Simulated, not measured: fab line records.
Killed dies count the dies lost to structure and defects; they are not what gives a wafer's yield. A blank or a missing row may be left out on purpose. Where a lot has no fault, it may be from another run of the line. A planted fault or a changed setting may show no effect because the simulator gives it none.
fab line records / flow n5Finfet / part 2 of 2: steps 20 to 26 of 26
record lots=5 wafers=15 lastDay=20
route steps=1938 shown FIN_SAQP@104
lots untouched by any fault: they come from a run of this same line in which no faults occurred
startH: hours from the record's first day to the start of the lot's first wafer shown / waitH: hours since the lot's step before / " unchanged from the row above / L1.1+2: several wafers, shown together as one row / - no value, or no start was given / * or withheld: withheld / < > ~ a bound
route shown NAME@n: names a module that has steps shown in the file, with the first one's number in the route / usual: average and standard deviation across the fault-free wafers / same: alike in all rows / chamber/n: place in a boat / sites: readings site by site / _std_site: the values' standard deviation / _edge_site: outer sites' mean less inner sites' / radiusMm: how far each site lies from the wafer's centre / mask NAME#n: copy n / behind: tool/chamber where the wafer was last shaped / hold: reason for holding the lot/hours on hold/outcome of the hold / device: the transistor (n, p or np) that didn't switch / end of line: the same wafers' tests at the end of the route / where a step has no rows: the recipe by itself / killed: the dies lost at the first sort to structure and to defects; this is not the yield of the wafer / map: per-die view of a wafer (x killed, . not killed, _ where there is no die)
set.NAME: the setting as run; set.NAME@STEP: as run at that earlier step / model.NAME: the simulator's own value behind a step, which no gauge read
lots at some steps of the route; a table a step, a row a wafer
services: a tool's chamber out of use, with start hour (startH, from the record's first day; less than 0 if before it), hours out, and reason
## steps
# step N5_FIN_SAQP_SRD_66
# recipe dry=ipaMarangoni timeS=30 tempC=23 rinseLiquid=diw
lot.wafer=L079.1+5+6 tool=wetBench-02 chamber=5,6,0 startH=52.16 waitH=0.0
lot.wafer=L092.2+3+5 tool=wetBench-05 chamber=4,3,7 startH=130.97 waitH=0.0
lot.wafer=L093.2+3+4 tool=wetBench-06 chamber=3,6,5 startH=136.59 waitH=0.0
lot.wafer=L096.1+5+6 tool=wetBench-06 chamber=7,1,4 startH=155.21 waitH=0.0
lot.wafer=L097.3+5+6 tool=wetBench-02 chamber=1,4,5 startH=161.39 waitH=0.0
# step N5_FIN_SAQP_RECESS_75
# recipe chemistry=HF/NH3 target=SiO2 targetDepthA=144 afsCycles=3 tempC=30 sublimationTempC=180 sublimationTimeS=60
# usual drypumpMotorCurrentA=5.2/0.44
lot.wafer=L079.1 tool=vaporEtch-01 chamber=1 startH=52.21 waitH=0.0 drypumpMotorCurrentA=4.8
lot.wafer=L079.5 tool=vaporEtch-01 chamber=1 startH=52.21 waitH=0.0 drypumpMotorCurrentA=4.9
lot.wafer=L079.6 tool=vaporEtch-01 chamber=1 startH=52.21 waitH=0.0 drypumpMotorCurrentA=4.8
lot.wafer=L092.2 tool=vaporEtch-02 chamber=0 startH=131.01 waitH=0.0 drypumpMotorCurrentA=6.0
lot.wafer=L092.3 tool=vaporEtch-02 chamber=1 startH=131.01 waitH=0.0 drypumpMotorCurrentA=5.1
lot.wafer=L092.5 tool=vaporEtch-02 chamber=1 startH=131.01 waitH=0.0 drypumpMotorCurrentA=5.1
lot.wafer=L093.2 tool=vaporEtch-01 chamber=0 startH=136.63 waitH=0.0 drypumpMotorCurrentA=4.9
lot.wafer=L093.3 tool=vaporEtch-01 chamber=0 startH=136.63 waitH=0.0 drypumpMotorCurrentA=4.9
lot.wafer=L093.4 tool=vaporEtch-01 chamber=1 startH=136.63 waitH=0.0 drypumpMotorCurrentA=4.9
lot.wafer=L096.1 tool=vaporEtch-01 chamber=0 startH=155.25 waitH=0.0 drypumpMotorCurrentA=4.9
lot.wafer=L096.5 tool=vaporEtch-01 chamber=1 startH=155.25 waitH=0.0 drypumpMotorCurrentA=4.9
lot.wafer=L096.6 tool=vaporEtch-01 chamber=0 startH=155.25 waitH=0.0 drypumpMotorCurrentA=4.9
lot.wafer=L097.3 tool=vaporEtch-01 chamber=1 startH=161.65 waitH=0.2 drypumpMotorCurrentA=4.8
lot.wafer=L097.5 tool=vaporEtch-01 chamber=1 startH=161.65 waitH=0.2 drypumpMotorCurrentA=4.8
lot.wafer=L097.6 tool=vaporEtch-01 chamber=0 startH=161.65 waitH=0.2 drypumpMotorCurrentA=4.9
# step N5_FIN_SAQP_SPACER1_ALD_24
# recipe material=SiO2 targetThkA=203 tempC=300 aldPrecursorFamily=BDEAS aldCoReactant=O2-plasma pulseTimeS=1 purgeTimeS=2 coReactantPurgeTimeS=2 aldCycles=218 pressureTorr=2
# usual heaterPowerW=453/52 precursorPulseHeightRel=0.999/0.019
lot.wafer=L079.1 tool=aldSin-01 chamber=0 startH=53.00 waitH=0.7 heaterPowerW=463 precursorPulseHeightRel=1.002
lot.wafer=L079.5 tool=aldSin-01 chamber=1 startH=53.00 waitH=0.7 heaterPowerW=554 precursorPulseHeightRel=1.023
lot.wafer=L079.6 tool=aldSin-01 chamber=2 startH=53.00 waitH=0.7 heaterPowerW=439 precursorPulseHeightRel=0.997
lot.wafer=L092.2 tool=aldSin-01 chamber=2 startH=131.42 waitH=0.3 heaterPowerW=443 precursorPulseHeightRel=1.008
lot.wafer=L092.3 tool=aldSin-01 chamber=1 startH=131.42 waitH=0.3 heaterPowerW=557 precursorPulseHeightRel=1.009
lot.wafer=L092.5 tool=aldSin-01 chamber=0 startH=131.42 waitH=0.3 heaterPowerW=475 precursorPulseHeightRel=0.997
lot.wafer=L093.2 tool=aldSin-03 chamber=0 startH=137.15 waitH=0.4 heaterPowerW=353 precursorPulseHeightRel=1.000
lot.wafer=L093.3 tool=aldSin-03 chamber=2 startH=137.15 waitH=0.4 heaterPowerW=530 precursorPulseHeightRel=0.996
lot.wafer=L093.4 tool=aldSin-03 chamber=3 startH=137.15 waitH=0.4 heaterPowerW=477 precursorPulseHeightRel=1.003
lot.wafer=L096.1 tool=aldSin-04 chamber=0 startH=156.40 waitH=1.0 heaterPowerW=450 precursorPulseHeightRel=1.017
lot.wafer=L096.5 tool=aldSin-04 chamber=2 startH=156.40 waitH=1.0 heaterPowerW=469 precursorPulseHeightRel=0.983
lot.wafer=L096.6 tool=aldSin-04 chamber=3 startH=156.40 waitH=1.0 heaterPowerW=432 precursorPulseHeightRel=1.011
lot.wafer=L097.3 tool=aldSin-04 chamber=0 startH=162.08 waitH=0.3 heaterPowerW=457 precursorPulseHeightRel=1.004
lot.wafer=L097.5 tool=aldSin-04 chamber=1 startH=162.08 waitH=0.3 heaterPowerW=388 precursorPulseHeightRel=0.997
lot.wafer=L097.6 tool=aldSin-04 chamber=3 startH=162.08 waitH=0.3 heaterPowerW=414 precursorPulseHeightRel=1.062
# step N5_FIN_SAQP_SPACER1_ETCHBACK_25
# recipe chemistry=CHF3/O2 mode=anisotropicEtchback target=SiO2 targetDepthA=244 timeS=12.2 pressureMtorr=30 sourceW=650 biasW=170 Ar_flow_sccm=200 CHF3_flow_sccm=50 O2_flow_sccm=5 ionEnergyEv=200
# usual drypumpMotorCurrentA=5.5/0.46 oesProductAu=0.78/0.078 rfVppV=526/15 showerheadPlenumPTorr=2.41/0.064 throttleValvePct=18.74/0.19
lot.wafer=L079.1 tool=rieDiel-01 chamber=2 startH=54.08 waitH=0.7 drypumpMotorCurrentA=5.2 oesProductAu=0.73 rfHoursCounterH=196 rfVppV=524 showerheadPlenumPTorr=2.32 throttleValvePct=18.80
lot.wafer=L079.5 tool=rieDiel-01 chamber=0 startH=54.08 waitH=0.7 drypumpMotorCurrentA=5.5 oesProductAu=0.76 rfHoursCounterH=- rfVppV=538 showerheadPlenumPTorr=2.42 throttleValvePct=18.93
lot.wafer=L079.6 tool=rieDiel-01 chamber=3 startH=54.08 waitH=0.7 drypumpMotorCurrentA=5.6 oesProductAu=0.91 rfHoursCounterH=- rfVppV=505 showerheadPlenumPTorr=2.36 throttleValvePct=18.44
lot.wafer=L092.2 tool=rieDiel-04 chamber=3 startH=132.13 waitH=0.4 drypumpMotorCurrentA=6.5 oesProductAu=0.73 rfHoursCounterH=195 rfVppV=498 showerheadPlenumPTorr=2.47 throttleValvePct=18.62
lot.wafer=L092.3 tool=rieDiel-04 chamber=1 startH=132.13 waitH=0.4 drypumpMotorCurrentA=6.4 oesProductAu=0.93 rfHoursCounterH=20 rfVppV=547 showerheadPlenumPTorr=2.48 throttleValvePct=18.97
lot.wafer=L092.5 tool=rieDiel-04 chamber=2 startH=132.13 waitH=0.4 drypumpMotorCurrentA=4.9 oesProductAu=0.75 rfHoursCounterH=- rfVppV=542 showerheadPlenumPTorr=2.42 throttleValvePct=18.49
lot.wafer=L093.2 tool=rieDiel-01 chamber=2 startH=137.86 waitH=0.4 drypumpMotorCurrentA=5.2 oesProductAu=0.70 rfHoursCounterH=219 rfVppV=525 showerheadPlenumPTorr=2.31 throttleValvePct=18.82
lot.wafer=L093.3 tool=rieDiel-01 chamber=3 startH=137.86 waitH=0.4 drypumpMotorCurrentA=5.6 oesProductAu=0.86 rfHoursCounterH=47 rfVppV=503 showerheadPlenumPTorr=2.35 throttleValvePct=18.47
lot.wafer=L093.4 tool=rieDiel-01 chamber=0 startH=137.86 waitH=0.4 drypumpMotorCurrentA=5.5 oesProductAu=0.72 rfHoursCounterH=179 rfVppV=537 showerheadPlenumPTorr=2.41 throttleValvePct=18.96
lot.wafer=L096.1 tool=rieDiel-01 chamber=1 startH=157.12 waitH=0.4 drypumpMotorCurrentA=5.0 oesProductAu=0.74 rfHoursCounterH=151 rfVppV=531 showerheadPlenumPTorr=2.51 throttleValvePct=18.84
lot.wafer=L096.5 tool=rieDiel-01 chamber=2 startH=157.12 waitH=0.4 drypumpMotorCurrentA=5.3 oesProductAu=0.70 rfHoursCounterH=- rfVppV=524 showerheadPlenumPTorr=2.31 throttleValvePct=18.85
lot.wafer=L096.6 tool=rieDiel-01 chamber=3 startH=157.12 waitH=0.4 drypumpMotorCurrentA=5.6 oesProductAu=0.85 rfHoursCounterH=- rfVppV=506 showerheadPlenumPTorr=2.35 throttleValvePct=18.47
lot.wafer=L097.3 tool=rieDiel-04 chamber=1 startH=162.80 waitH=0.4 drypumpMotorCurrentA=6.3 oesProductAu=0.90 rfHoursCounterH=27 rfVppV=548 showerheadPlenumPTorr=2.47 throttleValvePct=19.00
lot.wafer=L097.5 tool=rieDiel-04 chamber=3 startH=162.80 waitH=0.4 drypumpMotorCurrentA=6.5 oesProductAu=0.72 rfHoursCounterH=- rfVppV=498 showerheadPlenumPTorr=2.47 throttleValvePct=18.63
lot.wafer=L097.6 tool=rieDiel-04 chamber=2 startH=162.80 waitH=0.4 drypumpMotorCurrentA=4.9 oesProductAu=0.74 rfHoursCounterH=- rfVppV=543 showerheadPlenumPTorr=2.42 throttleValvePct=18.51
# step N5_FIN_SAQP_MANDREL1_REMOVE_56
# recipe chemistry=HBr/Cl2/O2 btTimeS=10 target=a-Si stopOn=SiNx endpoint=OES-SiCl overEtchFrac=1 icpW=600 biasW=22 HBr_flow_sccm=150 Cl2_flow_sccm=80 O2_flow_sccm=5 pressureMtorr=10
# usual drypumpMotorCurrentA=5.7/0.42 oesProductAu=1.001/0.016 throttleValvePct=36.8/0.34
lot.wafer=L079.1 tool=rieSi-04 chamber=2 startH=54.17 waitH=0.1 drypumpMotorCurrentA=5.2 oesProductAu=1.017 rfHoursCounterH=128 throttleValvePct=36.8
lot.wafer=L079.5 tool=rieSi-04 chamber=2 startH=54.17 waitH=0.1 drypumpMotorCurrentA=5.2 oesProductAu=1.018 rfHoursCounterH=- throttleValvePct=36.8
lot.wafer=L079.6 tool=rieSi-04 chamber=3 startH=54.17 waitH=0.1 drypumpMotorCurrentA=6.4 oesProductAu=0.969 rfHoursCounterH=- throttleValvePct=36.8
lot.wafer=L092.2 tool=rieSi-04 chamber=3 startH=132.22 waitH=0.1 drypumpMotorCurrentA=6.4 oesProductAu=0.981 rfHoursCounterH=144 throttleValvePct=36.8
lot.wafer=L092.3 tool=rieSi-04 chamber=0 startH=132.22 waitH=0.1 drypumpMotorCurrentA=6.1 oesProductAu=0.986 rfHoursCounterH=111 throttleValvePct=36.9
lot.wafer=L092.5 tool=rieSi-04 chamber=1 startH=132.22 waitH=0.1 drypumpMotorCurrentA=5.6 oesProductAu=0.999 rfHoursCounterH=- throttleValvePct=37.2
lot.wafer=L093.2 tool=rieSi-02 chamber=2 startH=137.95 waitH=0.1 drypumpMotorCurrentA=5.3 oesProductAu=1.007 rfHoursCounterH=76 throttleValvePct=36.3
lot.wafer=L093.3 tool=rieSi-02 chamber=0 startH=137.95 waitH=0.1 drypumpMotorCurrentA=5.9 oesProductAu=1.010 rfHoursCounterH=147 throttleValvePct=36.5
lot.wafer=L093.4 tool=rieSi-02 chamber=1 startH=137.95 waitH=0.1 drypumpMotorCurrentA=5.9 oesProductAu=0.990 rfHoursCounterH=62 throttleValvePct=36.9
lot.wafer=L096.1 tool=rieSi-04 chamber=2 startH=157.21 waitH=0.1 drypumpMotorCurrentA=5.2 oesProductAu=1.031 rfHoursCounterH=130 throttleValvePct=36.8
lot.wafer=L096.5 tool=rieSi-04 chamber=1 startH=157.21 waitH=0.1 drypumpMotorCurrentA=5.6 oesProductAu=1.001 rfHoursCounterH=- throttleValvePct=37.2
lot.wafer=L096.6 tool=rieSi-04 chamber=0 startH=157.21 waitH=0.1 drypumpMotorCurrentA=6.1 oesProductAu=0.982 rfHoursCounterH=- throttleValvePct=36.9
lot.wafer=L097.3 tool=rieSi-04 chamber=0 startH=162.88 waitH=0.1 drypumpMotorCurrentA=6.1 oesProductAu=0.981 rfHoursCounterH=111 throttleValvePct=36.9
lot.wafer=L097.5 tool=rieSi-04 chamber=2 startH=162.88 waitH=0.1 drypumpMotorCurrentA=5.2 oesProductAu=1.025 rfHoursCounterH=- throttleValvePct=36.8
lot.wafer=L097.6 tool=rieSi-04 chamber=1 startH=162.88 waitH=0.1 drypumpMotorCurrentA=5.6 oesProductAu=1.003 rfHoursCounterH=- throttleValvePct=37.2
# step N5_FIN_SAQP_CD_MEAS_27
# recipe targetCdNm=20 landingEnergyEv=1000 detector=seInlens polarity=line
# usual cdNm=20.31/0.26
# same landingEnergyEv=1000
lot.wafer=L079.1 tool=cdSem-02 chamber=0 startH=54.28 waitH=0.1 cdNm=20.44
lot.wafer=L079.5 tool=cdSem-02 chamber=0 startH=54.28 waitH=0.1 cdNm=20.42
lot.wafer=L079.6 tool=cdSem-02 chamber=0 startH=54.28 waitH=0.1 cdNm=20.77
lot.wafer=L092.2 tool=cdSem-02 chamber=0 startH=132.33 waitH=0.1 cdNm=20.34
lot.wafer=L092.3 tool=cdSem-02 chamber=0 startH=132.33 waitH=0.1 cdNm=20.33
lot.wafer=L092.5 tool=cdSem-02 chamber=0 startH=132.33 waitH=0.1 cdNm=20.11
lot.wafer=L093.2 tool=cdSem-01 chamber=0 startH=138.07 waitH=0.1 cdNm=20.41
lot.wafer=L093.3 tool=cdSem-01 chamber=0 startH=138.07 waitH=0.1 cdNm=20.08
lot.wafer=L093.4 tool=cdSem-01 chamber=0 startH=138.07 waitH=0.1 cdNm=20.56
lot.wafer=L096.1 tool=cdSem-01 chamber=0 startH=157.32 waitH=0.1 cdNm=20.04
lot.wafer=L096.5 tool=cdSem-01 chamber=0 startH=157.32 waitH=0.1 cdNm=20.42
lot.wafer=L096.6 tool=cdSem-01 chamber=0 startH=157.32 waitH=0.1 cdNm=20.23
lot.wafer=L097.3 tool=cdSem-01 chamber=0 startH=163.00 waitH=0.1 cdNm=20.43
lot.wafer=L097.5 tool=cdSem-01 chamber=0 startH=163.00 waitH=0.1 cdNm=20.49
lot.wafer=L097.6 tool=cdSem-01 chamber=0 startH=163.00 waitH=0.1 cdNm=20.68
# step N5_FIN_SAQP_ETCH_57
# recipe chemistry=CH3F/O2 target=SiNx maskMaterial=SiO2 targetDepthA=325 timeS=46.4 pressureMtorr=30 sourceW=395 biasW=73 Ar_flow_sccm=150 CH3F_flow_sccm=30 O2_flow_sccm=20 ionEnergyEv=120 ends=cleared
# usual drypumpMotorCurrentA=5.6/0.58 etchRfOnTimeS=46.4/1.1 oesProductAu=0.66/0.069 rfVppV=299/9.3 showerheadPlenumPTorr=2.02/0.047 throttleValvePct=16.19/0.2
lot.wafer=L079.1 tool=rieDiel-01 chamber=0 startH=54.42 waitH=0.1 drypumpMotorCurrentA=5.5 etchRfOnTimeS=46.3 oesProductAu=0.64 rfHoursCounterH=156 rfVppV=304 showerheadPlenumPTorr=2.02 throttleValvePct=16.43
lot.wafer=L079.5 tool=rieDiel-01 chamber=2 startH=54.42 waitH=0.1 drypumpMotorCurrentA=5.3 etchRfOnTimeS=45.6 oesProductAu=0.62 rfHoursCounterH=- rfVppV=296 showerheadPlenumPTorr=1.92 throttleValvePct=16.24
lot.wafer=L079.6 tool=rieDiel-01 chamber=3 startH=54.42 waitH=0.1 drypumpMotorCurrentA=5.6 etchRfOnTimeS=47.5 oesProductAu=0.77 rfHoursCounterH=- rfVppV=286 showerheadPlenumPTorr=1.95 throttleValvePct=15.85
lot.wafer=L092.2 tool=rieDiel-04 chamber=2 startH=132.38 waitH=0.0 drypumpMotorCurrentA=4.9 etchRfOnTimeS=48.1 oesProductAu=0.64 rfHoursCounterH=128 rfVppV=308 showerheadPlenumPTorr=2.01 throttleValvePct=15.98
lot.wafer=L092.3 tool=rieDiel-04 chamber=3 startH=132.38 waitH=0.0 drypumpMotorCurrentA=6.5 etchRfOnTimeS=46.9 oesProductAu=0.61 rfHoursCounterH=195 rfVppV=283 showerheadPlenumPTorr=2.06 throttleValvePct=16.12
lot.wafer=L092.5 tool=rieDiel-04 chamber=1 startH=132.38 waitH=0.0 drypumpMotorCurrentA=6.3 etchRfOnTimeS=45.9 oesProductAu=0.80 rfHoursCounterH=- rfVppV=309 showerheadPlenumPTorr=2.05 throttleValvePct=16.31
lot.wafer=L093.2 tool=rieDiel-04 chamber=3 startH=138.11 waitH=0.0 drypumpMotorCurrentA=6.5 etchRfOnTimeS=46.3 oesProductAu=0.61 rfHoursCounterH=197 rfVppV=281 showerheadPlenumPTorr=2.06 throttleValvePct=16.15
lot.wafer=L093.3 tool=rieDiel-04 chamber=1 startH=138.11 waitH=0.0 drypumpMotorCurrentA=6.3 etchRfOnTimeS=44.7 oesProductAu=0.79 rfHoursCounterH=22 rfVppV=310 showerheadPlenumPTorr=2.05 throttleValvePct=16.31
lot.wafer=L093.4 tool=rieDiel-04 chamber=1 startH=138.11 waitH=0.0 drypumpMotorCurrentA=6.3 etchRfOnTimeS=45.9 oesProductAu=0.78 rfHoursCounterH=- rfVppV=309 showerheadPlenumPTorr=2.05 throttleValvePct=16.34
lot.wafer=L096.1 tool=rieDiel-01 chamber=3 startH=157.36 waitH=0.0 drypumpMotorCurrentA=5.6 etchRfOnTimeS=46.6 oesProductAu=0.74 rfHoursCounterH=51 rfVppV=286 showerheadPlenumPTorr=1.95 throttleValvePct=15.90
lot.wafer=L096.5 tool=rieDiel-01 chamber=3 startH=157.36 waitH=0.0 drypumpMotorCurrentA=5.6 etchRfOnTimeS=47.1 oesProductAu=0.74 rfHoursCounterH=- rfVppV=285 showerheadPlenumPTorr=1.95 throttleValvePct=15.90
lot.wafer=L096.6 tool=rieDiel-01 chamber=2 startH=157.36 waitH=0.0 drypumpMotorCurrentA=5.2 etchRfOnTimeS=47.1 oesProductAu=0.60 rfHoursCounterH=- rfVppV=298 showerheadPlenumPTorr=1.91 throttleValvePct=16.29
lot.wafer=L097.3 tool=rieDiel-04 chamber=1 startH=163.04 waitH=0.0 drypumpMotorCurrentA=6.3 etchRfOnTimeS=44.4 oesProductAu=0.78 rfHoursCounterH=27 rfVppV=309 showerheadPlenumPTorr=2.05 throttleValvePct=16.32
lot.wafer=L097.5 tool=rieDiel-04 chamber=1 startH=163.04 waitH=0.0 drypumpMotorCurrentA=6.4 etchRfOnTimeS=45.3 oesProductAu=0.78 rfHoursCounterH=- rfVppV=308 showerheadPlenumPTorr=2.05 throttleValvePct=16.33
lot.wafer=L097.6 tool=rieDiel-04 chamber=2 startH=163.04 waitH=0.0 drypumpMotorCurrentA=4.9 etchRfOnTimeS=48.9 oesProductAu=0.63 rfHoursCounterH=- rfVppV=308 showerheadPlenumPTorr=2.01 throttleValvePct=16.00
## services
tool=rieDiel-05 chamber=2 startH=27.33 hours=21.1 kind=repair
tool=arfiScanner-01 chamber=- startH=28.35 hours=1.0 kind=pm
tool=rieDiel-05 chamber=1 startH=30.14 hours=9.1 kind=repair
tool=rieDiel-05 chamber=- startH=48.53 hours=14.6 kind=pm
tool=arfiScanner-01 chamber=- startH=58.25 hours=1.3 kind=pm
tool=rieSi-01 chamber=3 startH=60.56 hours=6.1 kind=repair
tool=rieSi-01 chamber=2 startH=66.22 hours=8.1 kind=repair
tool=arfiScanner-02 chamber=- startH=69.04 hours=0.8 kind=repair
tool=arfiScanner-02 chamber=- startH=69.87 hours=3.9 kind=pm
tool=arfiScanner-02 chamber=- startH=79.47 hours=1.3 kind=pm
tool=aldSin-01 chamber=- startH=84.30 hours=2.7 kind=repair
tool=aldSin-04 chamber=- startH=85.52 hours=14.0 kind=pm
tool=rieSi-01 chamber=0 startH=88.52 hours=5.4 kind=repair
tool=arfiScanner-01 chamber=- startH=100.69 hours=3.1 kind=pm
tool=aldSin-01 chamber=2 startH=103.47 hours=10.7 kind=repair
tool=rieDiel-01 chamber=1 startH=110.94 hours=3.2 kind=repair
tool=arfiScanner-02 chamber=- startH=111.06 hours=3.1 kind=pm
tool=rieDiel-01 chamber=- startH=123.84 hours=1.0 kind=repair
tool=rieDiel-04 chamber=0 startH=130.04 hours=8.7 kind=repair
tool=wetBench-06 chamber=- startH=141.04 hours=3.0 kind=repair
tool=aldSin-04 chamber=2 startH=143.47 hours=6.2 kind=repair
tool=arfiScanner-01 chamber=- startH=146.30 hours=0.8 kind=pm
tool=rieDiel-01 chamber=- startH=147.93 hours=0.5 kind=repair
tool=arfiScanner-01 chamber=- startH=148.26 hours=3.3 kind=repair
